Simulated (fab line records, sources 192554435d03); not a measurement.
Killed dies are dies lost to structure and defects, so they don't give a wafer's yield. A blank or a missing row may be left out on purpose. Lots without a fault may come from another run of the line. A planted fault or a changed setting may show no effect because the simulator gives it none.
Chamber matching | flow n5_finfet | N5_BEOL_M1_CVD_47 on cvd_co-02: 3 sister chambers
The step deposits Co from CCTBA/H2, target thk 3 nm, time 223.8 s. 14 wafers are shown with their chamber, then 6 later ones without.

WAFERS WITH THEIR CHAMBER
wafer  | chamber | run_length_s (s)
L928.2 | 2       | 246.9
L928.3 | 2       | 246.8
L928.5 | 0       | 246.1
L932.1 | 1       | 247.7
L932.4 | 0       | 246.8
L935.4 | 1       | 247.8
L935.6 | 0       | 246.2
L933.1 | 1       | 248.1
L933.6 | 0       | 246.4
L936.2 | 1       | 247.3
L936.4 | 0       | 246.2
L936.5 | 2       | 246.8
L939.3 | 0       | 246.8
L939.4 | 2       | 246.7

SIGNATURES (means of the wafers above)
reading      | chamber 0 | chamber 1 | chamber 2 | scatter within a chamber
run_length_s | 246.417   | 247.725   | 246.800   | 0.276
Rule: a wafer's distance from a chamber is the root of the sum, over the readings, of the square of ((its reading less the chamber's mean) divided by the reading's scatter). The wafer belongs to the nearest chamber; if the next one is less than 2 further off, it can't be placed. The scatter: the root of (the sum of the squares of (reading less its chamber's mean) over the shown wafers, divided by (wafers less chambers)).

WAFERS WITHOUT THEIR CHAMBER
wafer  | run_length_s (s)
L939.5 | 247.7
L941.3 | 247.1
L941.4 | 247.2
L941.6 | 246.0
L945.4 | 246.9
L945.6 | 248.2

WHICH CHAMBER EACH WENT THROUGH
wafer  | from the rows above          | in truth
L939.5 | 1                            | 1
L941.3 | can't be placed: 2 or 1 or 0 | 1
L941.4 | can't be placed: 2 or 1 or 0 | 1
L941.6 | can't be placed: 0 or 2      | 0
L945.4 | can't be placed: 2 or 0      | 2
L945.6 | 1                            | 1
Placed correctly: 2 of 6. Can't be placed from these rows: 4 (the true chamber is among the candidates in 4). Placed wrongly: 0.
